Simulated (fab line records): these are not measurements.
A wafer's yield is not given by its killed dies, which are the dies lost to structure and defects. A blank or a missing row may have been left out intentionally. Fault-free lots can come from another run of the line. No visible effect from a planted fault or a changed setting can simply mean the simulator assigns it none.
What tool caused it? / flow nand harc / 39 wafers from 13 lots sampled at 5 of the route's 1302 steps

== WHAT THE GAUGES SHOWED, per wafer ==
NHARC_THIN_TSV_CD_MEAS_12: the cd target is 1000 nm. Usual: cd nm 1000.4 nm, standard deviation 1.6.
lot=L965; measured=day 24 04:17; on=cd sem-02; cd nm (nm)=1000.7 1000.5 1000.7; flag=
lot=L966; measured=day 24 12:44; on=cd sem-02; cd nm (nm)=1001.7 999.5 1001.5; flag=
lot=L967; measured=day 25 01:21; on=cd sem-03; cd nm (nm)=1001.0 999.4 1001.3; flag=
lot=L970; measured=day 25 07:02; on=cd sem-03; cd nm (nm)=998.1 997.0 999.7; flag=
lot=L969; measured=day 25 08:15; on=cd sem-02; cd nm (nm)=1001.3 1001.5 1000.0; flag=
lot=L971; measured=day 25 23:52; on=cd sem-02; cd nm (nm)=997.8 1000.1 998.6; flag=
lot=L972; measured=day 27 07:37; on=cd sem-01; cd nm (nm)=998.7 998.7 1001.0; flag=
lot=L974; measured=day 27 11:19; on=cd sem-01; cd nm (nm)=1000.1 999.4 997.4; flag=
lot=L976; measured=day 28 16:33; on=cd sem-02; cd nm (nm)=1002.3 1001.3 1000.7; flag=
lot=L977; measured=day 28 08:26; on=cd sem-01; cd nm (nm)=1002.0 1000.1 1005.9; flag=
lot=L980; measured=day 29 08:55; on=cd sem-03; cd nm (nm)=1000.5 1000.1 1001.6; flag=
lot=L982; measured=day 30 04:24; on=cd sem-02; cd nm (nm)=1003.3 1000.1 1001.0; flag=
lot=L987; measured=day 32 21:51; on=cd sem-01; cd nm (nm)=1000.7 1000.4 1001.8; flag=

NHARC_THIN_TSV_CD_MEAS_37. Usual: cd nm 4999.6 nm, standard deviation 2.8.
lot=L965; measured=day 24 11:40; on=cd sem-03; cd nm (nm)=5004.8 5001.4 5003.5; flag=
lot=L966; measured=day 24 20:08; on=cd sem-01; cd nm (nm)=5001.8 4998.8 5000.4; flag=
lot=L967; measured=day 25 08:41; on=cd sem-01; cd nm (nm)=4996.9 4994.9 5000.8; flag=
lot=L970; measured=day 25 14:29; on=cd sem-02; cd nm (nm)=4999.3 4997.4 4995.1; flag=
lot=L969; measured=day 25 15:37; on=cd sem-03; cd nm (nm)=5000.5 5002.8 4998.4; flag=
lot=L971; measured=day 26 11:29; on=cd sem-02; cd nm (nm)=4999.2 4999.5 4999.7; flag=
lot=L972; measured=day 27 14:54; on=cd sem-01; cd nm (nm)=4998.7 4997.7 5000.5; flag=
lot=L974; measured=day 27 18:49; on=cd sem-02; cd nm (nm)=5000.9 4997.8 4996.9; flag=
lot=L976; measured=day 28 23:49; on=cd sem-02; cd nm (nm)=5001.5 5000.4 4996.8; flag=
lot=L977; measured=day 28 15:55; on=cd sem-01; cd nm (nm)=4999.6 4997.7 5005.2; flag=
lot=L980; measured=day 29 16:08; on=cd sem-02; cd nm (nm)=4995.6 4998.7 4999.9; flag=
lot=L982; measured=day 30 11:43; on=cd sem-02; cd nm (nm)=5006.4 4999.7 4998.9; flag=
lot=L987; measured=day 33 05:11; on=cd sem-01; cd nm (nm)=5000.4 5001.5 5003.2; flag=

NHARC_END_SORT_01. Usual: killed at array 50, standard deviation 20; killed at other 1.2, standard deviation 1.5; killed at periphery 3.6, standard deviation 2.6; killed dies 55, standard deviation 20; killed open 3.4, standard deviation 2; killed short 2.7, standard deviation 1.6.
lot=L977; measured=day 29 01:52; on=prober-01; killed at array=40 30 19; killed at other=0 1 0; killed at periphery=4 4 4; killed dies=44 35 23; killed open=3 4 2; killed short=8 2 5; flag=
lot=L987; measured=day 33 14:21; on=prober-01; killed at array=140 137 134; killed at other=0 1 0; killed at periphery=5 8 0; killed dies=145 146 134; killed open=2 6 1; killed short=3 0 1; flag=OFF

== WHICH TOOL RAN EACH LOT (tool, then ch and the chambers of the sampled wafers, then the start) ==
lot=L965; NHARC_A_DECK1_JOINT_ETCH_19=wet bench-01 ch 1,2,5, day 11 08:31; NHARC_THIN_TSV_CMP_21=cmp-04 ch 0,1,2, day 24 08:48
lot=L966; NHARC_A_DECK1_JOINT_ETCH_19=wet bench-07 ch 0,6,7, day 11 19:01; NHARC_THIN_TSV_CMP_21=cmp-02 ch 0,2,3, day 24 17:10
lot=L967; NHARC_A_DECK1_JOINT_ETCH_19=wet bench-02 ch 2,4,5, day 12 02:58; NHARC_THIN_TSV_CMP_21=cmp-04 ch 1,2,3, day 25 05:42
lot=L970; NHARC_A_DECK1_JOINT_ETCH_19=wet bench-07 ch 0,1,6, day 12 16:16; NHARC_THIN_TSV_CMP_21=cmp-03 ch 0,3, day 25 11:26
lot=L969; NHARC_A_DECK1_JOINT_ETCH_19=wet bench-02 ch 0,5,7, day 12 16:16; NHARC_THIN_TSV_CMP_21=cmp-02 ch 1,3, day 25 12:34
lot=L971; NHARC_A_DECK1_JOINT_ETCH_19=wet bench-01 ch 0,1,2, day 13 04:52; NHARC_THIN_TSV_CMP_21=cmp-03 ch 0,2,3, day 26 08:35
lot=L972; NHARC_A_DECK1_JOINT_ETCH_19=wet bench-01 ch 5,6,7, day 14 05:41; NHARC_THIN_TSV_CMP_21=cmp-04 ch 0,2,3, day 27 11:58
lot=L974; NHARC_A_DECK1_JOINT_ETCH_19=wet bench-07 ch 3,4,6, day 14 16:47; NHARC_THIN_TSV_CMP_21=cmp-04 ch 1,3, day 27 15:46
lot=L976; NHARC_A_DECK1_JOINT_ETCH_19=wet bench-07 ch 3,4,7, day 15 12:35; NHARC_THIN_TSV_CMP_21=cmp-03 ch 0,2,3, day 28 20:55
lot=L977; NHARC_A_DECK1_JOINT_ETCH_19=wet bench-02 ch 3,6,7, day 15 22:43; NHARC_THIN_TSV_CMP_21=cmp-03 ch 0,2,3, day 28 12:58
lot=L980; NHARC_A_DECK1_JOINT_ETCH_19=wet bench-01 ch 3,4,5, day 17 02:16; NHARC_THIN_TSV_CMP_21=cmp-02 ch 0,2, day 29 13:15
lot=L982; NHARC_A_DECK1_JOINT_ETCH_19=wet bench-02 ch 0,1,7, day 17 16:32; NHARC_THIN_TSV_CMP_21=cmp-03 ch 0,2,3, day 30 08:44
lot=L987; NHARC_A_DECK1_JOINT_ETCH_19=wet bench-02 ch 4,5,6, day 20 11:38; NHARC_THIN_TSV_CMP_21=cmp-03 ch 0,3, day 33 02:10
- NHARC_A_DECK1_JOINT_ETCH_19: etches poly-Si in TMAH, target depth 3 nm.
- NHARC_THIN_TSV_CMP_21: polishes, t overpolish 30 s, target thk 2000 nm.

== AS READ BY THE TOOLS THEMSELVES (means over the sampled wafers that have a number; for cases with no such wafer, the mark the record gives instead) ==
NHARC_A_DECK1_JOINT_ETCH_19. Usual: bath heat duty pct 6.4 %, standard deviation 0.73.
lot=L965; tool=wet bench-01; bath heat duty pct (%)=6.2; flag=
lot=L966; tool=wet bench-07; bath heat duty pct (%)=6.5; flag=
lot=L967; tool=wet bench-02; bath heat duty pct (%)=6.6; flag=
lot=L970; tool=wet bench-07; bath heat duty pct (%)=6.4; flag=
lot=L969; tool=wet bench-02; bath heat duty pct (%)=5.8; flag=
lot=L971; tool=wet bench-01; bath heat duty pct (%)=6.5; flag=
lot=L972; tool=wet bench-01; bath heat duty pct (%)=6.1; flag=
lot=L974; tool=wet bench-07; bath heat duty pct (%)=6.9; flag=
lot=L976; tool=wet bench-07; bath heat duty pct (%)=7.0; flag=
lot=L977; tool=wet bench-02; bath heat duty pct (%)=7.2; flag=
lot=L980; tool=wet bench-01; bath heat duty pct (%)=6.0; flag=
lot=L982; tool=wet bench-02; bath heat duty pct (%)=6.7; flag=
lot=L987; tool=wet bench-02; bath heat duty pct (%)=6.3; flag=

NHARC_THIN_TSV_CMP_21. Usual: motor current A 12.4 A, standard deviation 1.9; overpolish run s 30.000 s, standard deviation 0.0094.
lot=L965; tool=cmp-04; motor current A (A)=11.8; overpolish run s (s)=30.002; flag=
lot=L966; tool=cmp-02; motor current A (A)=11.6; overpolish run s (s)=29.995; flag=
lot=L967; tool=cmp-04; motor current A (A)=12.0; overpolish run s (s)=30.002; flag=
lot=L970; tool=cmp-03; motor current A (A)=15.5; overpolish run s (s)=30.000; flag=
lot=L969; tool=cmp-02; motor current A (A)=11.8; overpolish run s (s)=30.000; flag=
lot=L971; tool=cmp-03; motor current A (A)=14.5; overpolish run s (s)=30.001; flag=
lot=L972; tool=cmp-04; motor current A (A)=12.2; overpolish run s (s)=30.002; flag=
lot=L974; tool=cmp-04; motor current A (A)=12.2; overpolish run s (s)=30.004; flag=
lot=L976; tool=cmp-03; motor current A (A)=13.5; overpolish run s (s)=30.001; flag=
lot=L977; tool=cmp-03; motor current A (A)=13.6; overpolish run s (s)=30.005; flag=
lot=L980; tool=cmp-02; motor current A (A)=11.6; overpolish run s (s)=29.996; flag=
lot=L982; tool=cmp-03; motor current A (A)=14.0; overpolish run s (s)=30.008; flag=
lot=L987; tool=cmp-03; motor current A (A)=15.7; overpolish run s (s)=30.006; flag=

== THE ANSWER, worked out from the rows above alone ==
Rule: a lot counts as off when the mean over its wafers that have a number is more than 3 standard deviations away from the usual mean. A lot without any number at a reading at which 4 lots or more have one is off too. Any other lot the step has rows for is counted as sound. Order of review: gauges by route order, followed by the tools' own readings, for which a lot's mean as printed above is used. The first step at which some lot is off is used, and at that step the reading that is off furthest; a lot without a number counts as furthest.
Off: L987, at NHARC_END_SORT_01 (killed at array). Neither off nor sound, because the step has no rows for them: L965, L966, L967, L970, L969, L971, L972, L974, L976, L980, L982.
If a tool, at a process step before that reading, ran all the lots that are off and no sound lot after the first of them, it fits. Gauges at NHARC_END_SORT_01: tried the same way as those tools. Can't be told from this: 3 tools fit, wet bench-02 at NHARC_A_DECK1_JOINT_ETCH_19, cmp-03 at NHARC_THIN_TSV_CMP_21, prober-01 at NHARC_END_SORT_01.

== WHAT WAS PUT IN BY THE SIMULATOR ==
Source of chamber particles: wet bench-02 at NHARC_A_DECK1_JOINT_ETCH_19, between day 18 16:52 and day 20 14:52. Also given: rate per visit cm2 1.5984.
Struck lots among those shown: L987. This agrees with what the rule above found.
